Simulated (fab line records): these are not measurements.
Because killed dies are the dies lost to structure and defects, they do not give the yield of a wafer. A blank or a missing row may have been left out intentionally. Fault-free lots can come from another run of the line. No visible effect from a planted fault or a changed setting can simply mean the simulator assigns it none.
fab line records	flow n5_finfet
record: lots: 24	wafers: 72	last_day: 19
route steps=1938 shown BEOL_M5@1126
lots that met no fault: taken from a fault-free run of the same line
start_h: start of the lot's first displayed wafer, in hours after the record's first day	wait_h: time in hours since the lot's previous step	" repeats the value in the row above	L1.1+2: a row that stands for several wafers	- no value, or no start was given	* or withheld: withheld	< > ~ a bound
route shown NAME@n: a module of which the file shows steps, and the number in the route of the first	usual: mean and standard deviation over wafers with no fault	same: alike in all rows	chamber/n: place in a boat	sites: readings site by site	_std_site: standard deviation of those values	_edge_site: the outer-site mean with the inner-site mean subtracted	radius_mm: how far each site lies from the wafer's centre	mask NAME#n: copy n	behind: the last tool/chamber to shape the wafer	hold: why the lot went on hold/how many hours it stayed there/how the hold came to an end	device: the transistor (n, p or np) that didn't switch	end of line: at the end of the route, the tests of the same wafers	where a step has no rows: the recipe by itself	killed: dies that structure and defects cost at the first sort, which is not the same as the wafer's yield	map: the dies of a wafer, with x for killed, . for not killed, _ for no die there
set.NAME: the setting that was run; set.NAME@STEP: the one run at that earlier step	model.NAME: the simulator's own value behind a step, which no gauge read
route steps across a sampled set of lots; one table per step, one row per wafer
services: the hour from which a tool's chamber was out of use, counted from the record's first day as start_h (under 0 if before that day), plus the number of hours and why
== steps ==
step: N5_BEOL_M5_CD_MEAS_11
recipe: target_cd_nm: 27.74	landing_energy_ev: 500	detector: se_inlens
usual: cd_nm: 27.99/0.25
lot.wafer	tool	chamber	start_h	wait_h	cd_nm
L074.1	cd_sem-02	0	194.83	-	28.37
L074.4	"	0	"	"	28.30
L074.6	"	0	"	"	28.28
L075.1	cd_sem-03	0	201.16	-	28.03
L075.2	"	0	"	"	28.33
L075.6	"	0	"	"	27.97
L078.2	cd_sem-03	0	243.86	-	28.11
L078.3	"	0	"	"	28.28
L078.6	"	0	"	"	28.10
L077.4	cd_sem-02	0	246.76	-	28.20
L077.5	"	0	"	"	28.40
L077.6	"	0	"	"	27.92
L079.1	cd_sem-02	0	266.07	-	27.74
L079.4	"	0	"	"	27.55
L079.6	"	0	"	"	28.13
L080.2	cd_sem-01	0	266.71	-	27.79
L080.4	"	0	"	"	27.98
L080.5	"	0	"	"	27.74
L081.1	cd_sem-01	0	272.78	-	28.15
L081.2	"	0	"	"	27.52
L081.6	"	0	"	"	28.20
L082.1	cd_sem-02	0	279.47	-	28.37
L082.3	"	0	"	"	27.86
L082.4	"	0	"	"	28.43
L083.2	cd_sem-02	0	284.82	-	27.68
L083.3	"	0	"	"	27.97
L083.6	"	0	"	"	27.79
L084.1	cd_sem-03	0	296.37	-	28.12
L084.3	"	0	"	"	27.95
L084.4	"	0	"	"	27.68
L087.1	cd_sem-01	0	299.76	-	28.33
L087.2	"	0	"	"	27.85
L087.5	"	0	"	"	28.04
L085.1	cd_sem-03	0	299.92	-	27.69
L085.4	"	0	"	"	27.82
L085.6	"	0	"	"	28.32
L086.2	cd_sem-03	0	302.91	-	28.14
L086.4	"	0	"	"	28.22
L086.5	"	0	"	"	28.67
L076.3	cd_sem-03	0	310.62	-	28.18
L076.4	"	0	"	"	28.13
L076.6	"	0	"	"	28.02
L089.2	cd_sem-01	0	315.37	-	27.80
L089.3	"	0	"	"	28.13
L089.5	"	0	"	"	28.33
L090.2	cd_sem-03	0	317.87	-	28.11
L090.4	"	0	"	"	28.01
L090.6	"	0	"	"	28.22
L091.2	cd_sem-02	0	333.36	-	27.52
L091.5	"	0	"	"	27.93
L091.6	"	0	"	"	27.81
L088.2	cd_sem-03	0	336.40	-	27.97
L088.3	"	0	"	"	27.55
L088.6	"	0	"	"	28.24
L092.1	cd_sem-02	0	343.85	-	28.12
L092.2	"	0	"	"	28.48
L092.4	"	0	"	"	27.71
L093.2	cd_sem-03	0	344.01	-	28.29
L093.4	"	0	"	"	28.52
L093.6	"	0	"	"	28.20
L094.1	cd_sem-03	0	344.51	-	27.81
L094.3	"	0	"	"	28.01
L094.4	"	0	"	"	28.24
L095.2	cd_sem-01	0	344.73	-	28.04
L095.5	"	0	"	"	27.83
L095.6	"	0	"	"	27.71
L096.2	cd_sem-02	0	347.17	-	27.56
L096.5	"	0	"	"	27.89
L096.6	"	0	"	"	27.72
L097.1	cd_sem-02	0	353.53	-	27.87
L097.5	"	0	"	"	28.10
L097.6	"	0	"	"	27.92
step: N5_BEOL_M5_ETCH_72
recipe: chemistry: N2/H2	target: underlayer	target_depth_a: 65	mask_material: CAR-EUV	time_s: 5.2	ion_energy_ev: 200	pressure_mtorr: 30	source_w: 840	bias_w: 150	n2_flow_sccm: 200	h2_flow_sccm: 200	ends: cleared
usual: drypump_motor_current_A: 5.5/0.38	etch_rf_on_time_s: 5.18/0.15	oes_product_au: 0.68/0.089	rf_vpp_V: 523/3.1	showerhead_plenum_p_Torr: 2.53/0.1	throttle_valve_pct: 17.87/0.24
lot.wafer	tool	chamber	start_h	wait_h	drypump_motor_current_A	etch_rf_on_time_s	oes_product_au	rf_hours_counter_h	rf_vpp_V	showerhead_plenum_p_Torr	throttle_valve_pct
L074.1	rie_diel-06	0	194.99	0.0	4.9	5.26	0.74	32	523	2.49	17.57
L074.4	"	1	"	"	5.6	4.93	0.63	-	519	2.40	17.69
L074.6	"	0	"	"	5.0	5.20	0.73	-	522	2.49	17.58
L075.1	rie_diel-02	2	201.32	0.0	5.5	5.32	0.59	239	523	2.51	17.80
L075.2	"	0	"	"	5.4	5.17	0.81	7	527	2.59	17.68
L075.6	"	0	"	"	5.4	5.24	0.81	-	525	2.59	17.65
L078.2	rie_diel-06	3	244.01	0.0	5.4	5.14	0.63	187	521	2.43	18.17
L078.3	"	2	"	"	5.2	5.15	0.60	225	527	2.63	18.04
L078.6	"	2	"	"	5.2	5.15	0.61	-	526	2.63	18.03
L077.4	rie_diel-04	1	246.94	0.0	6.3	5.11	0.59	246	520	2.40	18.19
L077.5	"	1	"	"	6.3	5.13	0.59	-	521	2.40	18.19
L077.6	"	2	"	"	5.2	5.42	0.61	-	525	2.66	18.12
L079.1	rie_diel-04	2	266.33	0.0	5.3	5.42	0.60	184	527	2.65	18.12
L079.4	"	2	"	"	5.3	5.33	0.62	-	525	2.65	18.12
L079.6	"	3	"	"	5.7	5.04	0.57	-	521	2.50	18.13
L080.2	rie_diel-06	1	266.86	0.0	5.7	5.00	0.63	219	520	2.40	17.71
L080.4	"	3	"	"	5.4	5.23	0.61	192	519	2.42	18.15
L080.5	"	2	"	"	5.2	5.14	0.60	-	526	2.63	18.04
L081.1	rie_diel-06	0	272.94	0.0	4.9	5.32	0.71	49	523	2.48	17.62
L081.2	"	1	"	"	5.7	5.06	0.62	222	519	2.40	17.71
L081.6	"	3	"	"	5.4	5.22	0.61	-	519	2.42	18.18
L082.1	rie_diel-04	3	279.62	0.0	5.7	5.04	0.58	255	523	2.50	18.15
L082.3	"	0	"	"	5.8	5.11	0.76	42	523	2.49	17.61
L082.4	"	2	"	"	5.3	5.37	0.61	-	526	2.65	18.15
L083.2	rie_diel-06	2	285.10	0.0	5.2	5.13	0.60	236	525	2.63	18.05
L083.3	"	0	"	"	4.9	5.34	0.71	53	523	2.48	17.63
L083.6	"	3	"	"	5.4	5.23	0.61	-	518	2.42	18.18
L084.1	rie_diel-06	1	296.53	0.0	5.6	4.88	0.62	229	518	2.39	17.73
L084.3	"	3	"	"	5.4	5.17	0.62	201	520	2.42	18.19
L084.4	"	2	"	"	5.2	5.10	0.59	239	526	2.62	18.04
L087.1	rie_diel-04	1	299.92	0.0	6.3	5.06	0.83	4	528	2.72	17.76
L087.2	"	0	"	"	5.8	5.20	0.74	50	522	2.49	17.64
L087.5	"	1	"	"	6.3	5.03	0.83	-	530	2.72	17.76
L085.1	rie_diel-04	1	300.23	0.0	6.3	5.03	0.83	4	529	2.72	17.74
L085.4	"	0	"	"	5.8	5.12	0.75	-	524	2.49	17.64
L085.6	"	2	"	"	5.3	5.42	0.60	-	528	2.65	18.14
L086.2	rie_diel-04	2	303.09	0.0	5.2	5.32	0.60	199	528	2.65	18.16
L086.4	"	1	"	"	6.3	5.03	0.83	-	528	2.72	17.78
L086.5	"	2	"	"	5.3	5.36	0.61	-	527	2.65	18.16
L076.3	rie_diel-04	1	310.78	0.0	6.2	5.01	0.81	8	527	2.72	17.77
L076.4	"	2	"	"	5.2	5.38	0.60	-	526	2.65	18.17
L076.6	"	1	"	"	6.3	4.96	0.81	-	529	2.72	17.78
L089.2	rie_diel-04	0	315.53	0.0	5.8	5.22	0.73	55	522	2.49	17.66
L089.3	"	1	"	"	6.3	5.05	0.79	10	528	2.72	17.77
L089.5	"	2	"	"	5.2	5.45	0.60	-	525	2.65	18.17
L090.2	rie_diel-06	3	318.03	0.0	5.4	5.17	0.60	209	520	2.42	18.19
L090.4	"	1	"	"	5.7	5.06	0.61	236	521	2.39	17.72
L090.6	"	3	"	"	5.4	5.24	0.60	-	521	2.42	18.19
L091.2	rie_diel-04	1	333.94	0.0	6.3	4.98	0.79	19	529	2.71	17.77
L091.5	"	2	"	"	5.2	5.36	0.59	-	526	2.64	18.19
L091.6	"	3	"	"	5.6	5.03	0.85	-	521	2.50	17.67
L088.2	rie_diel-06	3	337.68	0.0	5.4	5.19	0.60	218	519	2.41	18.19
L088.3	"	0	"	"	4.9	5.34	0.69	73	521	2.47	17.68
L088.6	"	0	"	"	4.9	5.39	0.68	-	519	2.47	17.66
L092.1	rie_diel-06	3	344.36	0.0	5.4	5.20	0.60	222	521	2.41	18.23
L092.2	"	1	"	"	5.7	5.02	0.61	250	520	2.39	17.76
L092.4	"	1	"	"	5.6	5.03	0.61	-	520	2.39	17.75
L093.2	rie_diel-02	0	344.54	0.0	5.4	5.24	0.77	23	526	2.58	17.66
L093.4	"	1	"	"	6.1	5.42	0.59	205	520	2.42	17.71
L093.6	"	3	"	"	5.7	5.21	0.59	-	524	2.50	18.18
L094.1	rie_diel-04	1	344.68	0.0	6.3	4.98	0.79	22	529	2.71	17.78
L094.3	"	2	"	"	5.3	5.29	0.60	214	525	2.64	18.21
L094.4	"	0	"	"	5.8	5.12	0.73	67	525	2.48	17.67
L095.2	rie_diel-02	0	344.88	0.0	5.4	5.23	0.77	23	524	2.58	17.68
L095.5	"	0	"	"	5.4	5.20	0.77	-	526	2.58	17.68
L095.6	"	1	"	"	6.0	5.42	0.58	-	521	2.42	17.68
L096.2	rie_diel-04	2	347.33	0.0	5.3	5.32	0.59	215	525	2.64	18.19
L096.5	"	1	"	"	6.2	4.99	0.78	-	528	2.71	17.80
L096.6	"	0	"	"	5.8	5.11	0.73	-	524	2.48	17.68
L097.1	rie_diel-06	2	353.86	0.0	5.2	5.01	0.86	2	524	2.62	17.66
L097.5	"	2	"	"	5.2	4.92	0.85	-	526	2.62	17.66
L097.6	"	0	"	"	4.9	5.35	0.68	-	522	2.47	17.65
step: N5_BEOL_M5_STRIP_19
recipe: chemistry: O2	power_w: 400	temp_c: 40	pressure_mtorr: 30	rf_frequency_hz: 6e+07	bias_power_w: 0	overash_fraction: 0.2	o2_flow_sccm: 225
usual: drypump_motor_current_A: 5.5/0.37	oes_product_au: 0.77/0.096	rf_vpp_V: 3.7/0.5	showerhead_plenum_p_Torr: 2.07/0.077	throttle_valve_pct: 16.73/0.26
same: overash_fraction: 0.2
lot.wafer	tool	chamber	start_h	wait_h	drypump_motor_current_A	oes_product_au	rf_hours_counter_h	rf_vpp_V	showerhead_plenum_p_Torr	throttle_valve_pct
L074.1	rie_diel-06	0	195.32	0.1	4.9	0.88	32	3.7	2.06	16.46
L074.4	"	1	"	"	5.7	0.73	-	3.5	1.99	16.63
L074.6	"	3	"	"	5.3	0.74	-	3.7	2.02	17.15
L075.1	rie_diel-04	2	201.64	0.1	5.2	0.74	169	4.4	2.19	16.81
L075.2	"	3	"	"	5.7	0.67	235	3.1	2.06	16.89
L075.6	"	2	"	"	5.2	0.72	-	4.1	2.19	16.80
L078.2	rie_diel-06	3	244.34	0.1	5.3	0.72	187	3.6	2.02	17.15
L078.3	"	2	"	"	5.2	0.69	225	3.4	2.17	16.81
L078.6	"	1	"	"	5.7	0.72	-	3.9	1.99	16.63
L077.4	rie_diel-04	0	247.27	0.1	5.8	0.90	32	3.2	2.07	16.48
L077.5	"	2	"	"	5.2	0.71	-	3.9	2.19	16.84
L077.6	"	3	"	"	5.7	0.66	-	3.2	2.06	16.90
L079.1	rie_diel-06	0	266.65	0.1	4.9	0.85	46	4.1	2.06	16.48
L079.4	"	1	"	"	5.7	0.73	219	3.7	1.99	16.62
L079.6	"	2	"	"	5.2	0.70	-	3.8	2.17	16.81
L080.2	rie_diel-06	1	267.19	0.1	5.7	0.72	219	3.3	1.99	16.64
L080.4	"	2	"	"	5.2	0.71	230	3.8	2.17	16.82
L080.5	"	0	"	"	4.9	0.84	-	2.8	2.06	16.50
L081.1	rie_diel-04	2	273.32	0.1	5.2	0.71	186	3.0	2.19	16.84
L081.2	"	3	"	"	5.7	0.66	252	3.0	2.06	16.91
L081.6	"	0	"	"	5.8	0.89	-	3.6	2.07	16.50
L082.1	rie_diel-06	2	280.08	0.2	5.2	0.69	234	3.9	2.16	16.84
L082.3	"	3	"	"	5.4	0.72	196	3.8	2.02	17.16
L082.4	"	0	"	"	4.9	0.84	51	3.5	2.06	16.50
L083.2	rie_diel-06	3	285.42	0.1	5.3	0.72	198	3.1	2.02	17.16
L083.3	"	2	"	"	5.2	0.70	236	3.4	2.16	16.83
L083.6	"	3	"	"	5.4	0.72	-	4.2	2.02	17.16
L084.1	rie_diel-06	0	296.99	0.2	4.9	0.82	56	3.3	2.06	16.51
L084.3	"	3	"	"	5.3	0.71	202	3.0	2.01	17.17
L084.4	"	2	"	"	5.2	0.68	239	4.4	2.16	16.84
L087.1	rie_diel-06	2	300.42	0.3	5.2	0.69	241	4.5	2.16	16.85
L087.2	"	1	"	"	5.6	0.72	230	3.9	1.98	16.66
L087.5	"	3	"	"	5.4	0.71	-	3.6	2.01	17.17
L085.1	rie_diel-04	0	300.70	0.2	5.7	0.87	50	3.4	2.06	16.50
L085.4	"	1	"	"	6.2	0.96	-	4.1	2.24	16.41
L085.6	"	0	"	"	5.8	0.88	-	4.1	2.07	16.51
L086.2	rie_diel-04	1	303.47	0.1	6.3	0.95	6	3.6	2.24	16.43
L086.4	"	2	"	"	5.2	0.70	-	3.2	2.18	16.88
L086.5	"	0	"	"	5.8	0.87	-	4.0	2.06	16.51
L076.3	rie_diel-04	0	311.11	0.1	5.8	0.87	54	3.4	2.06	16.51
L076.4	"	2	"	"	5.2	0.70	-	4.0	2.18	16.89
L076.6	"	0	"	"	5.8	0.86	-	4.5	2.06	16.49
L089.2	rie_diel-06	0	315.85	0.1	4.9	0.83	62	2.8	2.05	16.54
L089.3	"	3	"	"	5.3	0.71	208	3.3	2.01	17.19
L089.5	"	2	"	"	5.2	0.69	-	4.0	2.16	16.84
L090.2	rie_diel-06	1	318.35	0.1	5.7	0.71	236	3.3	1.98	16.68
L090.4	"	0	"	"	4.9	0.82	63	2.7	2.05	16.53
L090.6	"	3	"	"	5.4	0.71	-	4.1	2.01	17.17
L091.2	rie_diel-04	3	334.43	0.2	5.7	0.97	2	3.4	2.05	16.43
L091.5	"	0	"	"	5.8	0.86	-	3.2	2.06	16.53
L091.6	"	1	"	"	6.3	0.92	-	3.9	2.23	16.46
L088.2	rie_diel-06	0	341.60	0.2	4.9	0.81	75	3.9	2.05	16.55
L088.3	"	3	"	"	5.4	0.69	221	4.0	2.01	17.19
L088.6	"	3	"	"	5.4	0.70	-	3.5	2.01	17.22
L092.1	rie_diel-06	0	344.80	0.2	4.9	0.80	77	3.5	2.05	16.56
L092.2	"	3	"	"	5.4	0.70	223	3.4	2.01	17.21
L092.4	"	1	"	"	5.7	0.69	-	3.9	1.98	16.69
L093.2	rie_diel-06	0	344.86	0.1	4.9	0.80	77	3.6	2.05	16.56
L093.4	"	0	"	"	4.9	0.81	-	3.7	2.05	16.56
L093.6	"	1	"	"	5.6	0.71	-	4.3	1.98	16.71
L094.1	rie_diel-04	3	345.09	0.2	5.7	0.95	5	3.5	2.05	16.44
L094.3	"	1	"	"	6.3	0.91	22	3.6	2.23	16.45
L094.4	"	0	"	"	5.8	0.85	67	4.2	2.06	16.53
L095.2	rie_diel-02	3	345.21	0.1	5.7	0.70	244	3.2	2.06	17.01
L095.5	"	3	"	"	5.7	0.70	-	3.8	2.06	17.00
L095.6	"	0	"	"	5.4	0.93	-	3.6	2.13	16.46
L096.2	rie_diel-02	0	347.66	0.1	5.5	0.93	24	3.5	2.13	16.47
L096.5	"	0	"	"	5.4	0.93	-	3.6	2.13	16.45
L096.6	"	3	"	"	5.7	0.69	-	3.4	2.06	17.01
L097.1	rie_diel-02	2	354.19	0.1	5.5	0.99	5	4.1	2.05	16.22
L097.5	"	3	"	"	5.7	0.70	-	2.9	2.06	17.00
L097.6	"	0	"	"	5.4	0.92	-	4.4	2.13	16.49
step: N5_BEOL_M5_CD_MEAS_28
recipe: target_cd_nm: 30.6	landing_energy_ev: 500	detector: se_inlens	target_cd_y_nm: 20	polarity: opening
usual: cd_nm: 30.62/0.24
lot.wafer	tool	chamber	start_h	wait_h	cd_nm
L074.1	cd_sem-02	0	195.95	-	31.01
L074.4	"	0	"	"	30.54
L074.6	"	0	"	"	30.50
L075.1	cd_sem-01	0	202.16	-	30.61
L075.2	"	0	"	"	30.62
L075.6	"	0	"	"	30.84
L078.2	cd_sem-02	0	245.92	-	30.65
L078.3	"	0	"	"	30.94
L078.6	"	0	"	"	30.91
L077.4	cd_sem-02	0	249.34	-	30.64
L077.5	"	0	"	"	30.67
L077.6	"	0	"	"	30.80
L079.1	cd_sem-02	0	268.41	-	30.34
L079.4	"	0	"	"	30.52
L079.6	"	0	"	"	30.35
L080.2	cd_sem-01	0	268.59	-	30.21
L080.4	"	0	"	"	30.62
L080.5	"	0	"	"	30.55
L081.1	cd_sem-01	0	275.09	-	30.50
L081.2	"	0	"	"	30.71
L081.6	"	0	"	"	30.71
L082.1	cd_sem-02	0	280.46	-	30.43
L082.3	"	0	"	"	31.12
L082.4	"	0	"	"	30.75
L083.2	cd_sem-02	0	287.11	-	30.82
L083.3	"	0	"	"	30.59
L083.6	"	0	"	"	30.54
L084.1	cd_sem-01	0	298.66	-	30.90
L084.3	"	0	"	"	30.13
L084.4	"	0	"	"	30.12
L085.1	cd_sem-02	0	301.93	-	30.74
L085.4	"	0	"	"	30.47
L085.6	"	0	"	"	30.61
L087.1	cd_sem-03	0	302.11	-	30.01
L087.2	"	0	"	"	30.44
L087.5	"	0	"	"	30.70
L086.2	cd_sem-01	0	309.16	-	30.53
L086.4	"	0	"	"	30.54
L086.5	"	0	"	"	30.62
L076.3	cd_sem-03	0	314.47	-	30.76
L076.4	"	0	"	"	30.71
L076.6	"	0	"	"	30.81
L089.2	cd_sem-01	0	316.26	-	30.31
L089.3	"	0	"	"	30.94
L089.5	"	0	"	"	30.67
L090.2	cd_sem-02	0	319.28	-	30.91
L090.4	"	0	"	"	30.62
L090.6	"	0	"	"	30.71
L091.2	cd_sem-01	0	334.94	-	30.52
L091.5	"	0	"	"	30.47
L091.6	"	0	"	"	30.53
L088.2	cd_sem-01	0	342.61	-	30.48
L088.3	"	0	"	"	30.39
L088.6	"	0	"	"	30.69
L092.1	cd_sem-02	0	345.94	-	30.72
L092.2	"	0	"	"	30.32
L092.4	"	0	"	"	30.39
L094.1	cd_sem-03	0	346.15	-	30.46
L094.3	"	0	"	"	31.33
L094.4	"	0	"	"	30.65
L093.2	cd_sem-02	0	346.32	-	30.84
L093.4	"	0	"	"	30.58
L093.6	"	0	"	"	30.70
L095.2	cd_sem-01	0	346.37	-	30.99
L095.5	"	0	"	"	30.53
L095.6	"	0	"	"	30.84
L096.2	cd_sem-01	0	353.31	-	30.78
L096.5	"	0	"	"	30.78
L096.6	"	0	"	"	30.36
L097.1	cd_sem-03	0	355.36	-	30.43
L097.5	"	0	"	"	30.17
L097.6	"	0	"	"	30.69
step: N5_BEOL_M5_CD_MEAS_35
recipe: target_cd_nm: 28	target_cd_y_nm: 24	polarity: opening
usual: cd_nm: 28.0/0.36
lot.wafer	tool	chamber	start_h	wait_h	cd_nm
L074.1	cd_sem-01	-	196.88	0.0	28.2
L074.4	"	-	"	"	28.3
L074.6	"	-	"	"	28.4
L075.1	cd_sem-01	-	202.88	0.0	28.0
L075.2	"	-	"	"	28.3
L075.6	"	-	"	"	28.7
L078.2	cd_sem-02	-	246.62	0.0	27.8
L078.3	"	-	"	"	27.8
L078.6	"	-	"	"	28.0
L077.4	cd_sem-02	-	250.03	0.0	27.8
L077.5	"	-	"	"	28.0
L077.6	"	-	"	"	27.8
L079.1	cd_sem-01	-	269.11	0.0	27.6
L079.4	"	-	"	"	28.1
L079.6	"	-	"	"	28.1
L080.2	cd_sem-03	-	269.50	0.0	27.7
L080.4	"	-	"	"	27.2
L080.5	"	-	"	"	27.6
L081.1	cd_sem-01	-	275.92	0.0	27.7
L081.2	"	-	"	"	27.8
L081.6	"	-	"	"	28.2
L082.1	cd_sem-01	-	281.49	0.0	29.0
L082.3	"	-	"	"	28.1
L082.4	"	-	"	"	28.2
L083.2	cd_sem-02	-	288.18	0.0	27.5
L083.3	"	-	"	"	28.1
L083.6	"	-	"	"	27.3
L084.1	cd_sem-01	-	299.37	0.0	27.6
L084.3	"	-	"	"	27.9
L084.4	"	-	"	"	28.0
L085.1	cd_sem-03	-	302.76	0.0	27.8
L085.4	"	-	"	"	27.1
L085.6	"	-	"	"	28.1
L087.1	cd_sem-02	-	303.23	0.0	28.0
L087.2	"	-	"	"	27.7
L087.5	"	-	"	"	28.4
L086.2	cd_sem-01	-	309.93	0.0	28.4
L086.4	"	-	"	"	28.4
L086.5	"	-	"	"	28.5
L076.3	cd_sem-01	-	315.24	0.0	28.3
L076.4	"	-	"	"	27.9
L076.6	"	-	"	"	28.0
L089.2	cd_sem-02	-	317.51	0.0	27.9
L089.3	"	-	"	"	28.2
L089.5	"	-	"	"	27.7
L090.2	cd_sem-01	-	320.09	0.0	27.7
L090.4	"	-	"	"	28.3
L090.6	"	-	"	"	27.9
L091.2	cd_sem-01	-	336.26	0.0	27.2
L091.5	"	-	"	"	27.7
L091.6	"	-	"	"	27.6
L088.2	cd_sem-02	-	344.26	0.0	28.0
L088.3	"	-	"	"	28.0
L088.6	"	-	"	"	27.9
L092.1	cd_sem-02	-	346.85	0.0	28.3
L092.2	"	-	"	"	27.5
L092.4	"	-	"	"	27.3
L094.1	cd_sem-03	-	347.03	0.0	28.1
L094.3	"	-	"	"	28.0
L094.4	"	-	"	"	28.0
L093.2	cd_sem-03	-	347.24	0.0	28.4
L093.4	"	-	"	"	27.6
L093.6	"	-	"	"	28.3
L095.2	cd_sem-02	-	347.32	0.0	28.3
L095.5	"	-	"	"	28.0
L095.6	"	-	"	"	28.3
L096.2	cd_sem-03	-	354.40	0.0	28.0
L096.5	"	-	"	"	28.0
L096.6	"	-	"	"	28.0
L097.1	cd_sem-02	-	356.05	0.0	27.9
L097.5	"	-	"	"	28.5
L097.6	"	-	"	"	27.8
step: N5_BEOL_M5_SPUTTER_90
recipe: material: Cu	target_thk_a: 45	temp_c: -20	chamber_pressure_pa: 0.07	power_w: withheld	time_s: 8.29
usual: throttle_valve_pct: 30.2/0.73
lot.wafer	tool	chamber	start_h	wait_h	throttle_valve_pct
L074.1	pvd_sputter-03	-	204.06	0.5	29.6
L074.4	"	-	"	"	31.1
L074.6	"	-	"	"	29.6
L075.1	pvd_sputter-02	-	208.21	0.5	30.3
L075.2	"	-	"	"	30.8
L075.6	"	-	"	"	30.2
L078.2	pvd_sputter-03	-	253.53	0.5	29.8
L078.3	"	-	"	"	31.3
L078.6	"	-	"	"	29.4
L077.4	pvd_sputter-02	-	255.73	0.5	30.8
L077.5	"	-	"	"	29.4
L077.6	"	-	"	"	30.6
L079.1	pvd_sputter-02	-	274.81	0.5	30.5
L079.4	"	-	"	"	30.4
L079.6	"	-	"	"	31.2
L080.2	pvd_sputter-01	-	275.67	0.5	29.3
L080.4	"	-	"	"	31.2
L080.5	"	-	"	"	30.8
L081.1	pvd_sputter-03	-	282.09	0.5	31.1
L081.2	"	-	"	"	30.3
L081.6	"	-	"	"	29.7
L082.1	pvd_sputter-03	-	288.44	0.5	29.6
L082.3	"	-	"	"	29.7
L082.4	"	-	"	"	30.0
L083.2	pvd_sputter-02	-	293.52	0.5	30.5
L083.3	"	-	"	"	29.2
L083.6	"	-	"	"	29.3
L084.1	pvd_sputter-01	-	305.54	0.5	29.5
L084.3	"	-	"	"	31.1
L084.4	"	-	"	"	31.1
L085.1	pvd_sputter-03	-	309.66	0.5	31.0
L085.4	"	-	"	"	30.0
L085.6	"	-	"	"	30.1
L087.1	pvd_sputter-01	-	309.96	0.5	29.2
L087.2	"	-	"	"	31.3
L087.5	"	-	"	"	29.3
L086.2	pvd_sputter-03	-	315.30	0.5	30.4
L086.4	"	-	"	"	31.1
L086.5	"	-	"	"	29.4
L076.3	pvd_sputter-02	-	321.83	0.5	30.8
L076.4	"	-	"	"	29.2
L076.6	"	-	"	"	30.3
L089.2	pvd_sputter-03	-	324.91	0.5	29.5
L089.3	"	-	"	"	31.1
L089.5	"	-	"	"	29.7
L090.2	pvd_sputter-01	-	325.99	0.5	31.1
L090.4	"	-	"	"	29.3
L090.6	"	-	"	"	31.1
L091.2	pvd_sputter-02	-	342.94	0.5	30.6
L091.5	"	-	"	"	30.6
L091.6	"	-	"	"	30.5
L088.2	pvd_sputter-01	-	351.52	0.5	31.3
L088.3	"	-	"	"	30.9
L088.6	"	-	"	"	29.3
L092.1	pvd_sputter-02	-	352.83	0.5	30.6
L092.2	"	-	"	"	29.2
L092.4	"	-	"	"	30.4
L094.1	pvd_sputter-03	-	352.86	0.5	31.1
L094.3	"	-	"	"	29.5
L094.4	"	-	"	"	30.0
L093.2	pvd_sputter-01	-	355.94	0.5	30.7
L093.4	"	-	"	"	29.0
L093.6	"	-	"	"	29.4
L095.2	pvd_sputter-02	-	357.25	0.5	30.7
L095.5	"	-	"	"	30.7
L095.6	"	-	"	"	31.1
L096.2	pvd_sputter-03	-	360.91	0.5	30.9
L096.5	"	-	"	"	30.3
L096.6	"	-	"	"	29.6
L097.1	pvd_sputter-01	-	361.73	0.5	29.4
L097.5	"	-	"	"	31.0
L097.6	"	-	"	"	29.3
== services ==
tool	chamber	start_h	hours	kind
rie_diel-02	-	179.40	1.0	repair
rie_diel-06	2	189.08	10.0	repair
pvd_sputter-03	-	205.12	1.6	repair
rie_diel-06	2	226.76	7.4	repair
rie_diel-04	3	236.60	5.9	repair
pvd_sputter-01	-	237.91	1.1	repair
rie_diel-02	-	257.06	72.1	repair
rie_diel-04	1	265.95	-	clean
rie_diel-04	3	294.15	6.5	repair
rie_diel-06	2	324.33	-	clean
rie_diel-06	2	324.33	-	consumable_replace:focus_ring
rie_diel-06	2	324.33	21.0	scheduled_down
rie_diel-06	2	324.33	21.0	vent_cycle
rie_diel-02	-	329.20	14.6	pm
rie_diel-06	3	331.95	2.6	repair
rie_diel-04	-	336.59	4.8	repair
rie_diel-06	-	338.02	0.6	repair
rie_diel-06	1	345.30	-	clean
rie_diel-06	1	345.30	-	consumable_replace:focus_ring
rie_diel-06	1	345.30	-	consumable_replace:showerhead
rie_diel-06	1	345.30	15.0	scheduled_down
rie_diel-06	1	345.30	15.0	vent_cycle
rie_diel-06	0	347.58	3.7	repair
rie_diel-06	-	354.64	4.3	pm
== key ==
fault none
